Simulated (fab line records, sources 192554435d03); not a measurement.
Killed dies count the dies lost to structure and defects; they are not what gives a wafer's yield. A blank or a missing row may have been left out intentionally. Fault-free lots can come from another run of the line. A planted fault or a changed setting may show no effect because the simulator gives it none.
Matching of chambers + flow n5 finfet + rie diel-03 running N5_FIN_CUT_CUT_ETCH_27: 4 sister chambers
The step etches SiO2 in CHF3/O2, target depth 4 nm, overetch 2 nm, time 4.9 s. 4 wafers are shown with their chamber, then 8 later ones without.

## WAFERS PAIRED WITH THEIR CHAMBERS
| wafer  | chamber | drypump motor current A (A) |
|--------|---------|-----------------------------|
| L084.2 | 1       | 6.1                         |
| L087.1 | 3       | 6.6                         |
| L087.2 | 2       | 5.8                         |
| L088.1 | 0       | 4.9                         |

## WAFERS WITH NO CHAMBER GIVEN
| wafer  | drypump motor current A (A) |
|--------|-----------------------------|
| L088.4 | 5.8                         |
| L088.6 | 6.0                         |
| L089.1 | 5.9                         |
| L089.2 | 4.9                         |
| L089.3 | 6.0                         |
| L094.2 | 4.9                         |
| L094.3 | 6.6                         |
| L094.6 | 6.7                         |

## THE CHAMBER EACH PASSED THROUGH
| wafer  | from the rows above     | in truth |
|--------|-------------------------|----------|
| L088.4 | 2                       | 2        |
| L088.6 | can't be placed: 1 or 2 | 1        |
| L089.1 | can't be placed: 2 or 1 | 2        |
| L089.2 | 0                       | 0        |
| L089.3 | can't be placed: 1 or 2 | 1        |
| L094.2 | 0                       | 0        |
| L094.3 | 3                       | 3        |
| L094.6 | 3                       | 3        |
5 of 8 placed correctly. From these rows, 3 cannot be placed; in 3 the true chamber is one of the candidates. Placed wrongly: 0.
How it was worked out, from the rows above alone: a wafer's distance from a chamber is the root of the sum, over the readings, of the square of ((its reading less the chamber's mean) divided by the reading's scatter). The wafer belongs to the nearest chamber; if the next one is less than 2 further off, it can't be placed. The mean given for a chamber averages the wafers shown for that chamber. The scatter (one wafer shown for each chamber): square how far every hidden wafer sits from the nearest shown wafer, average those squares and take the square root.
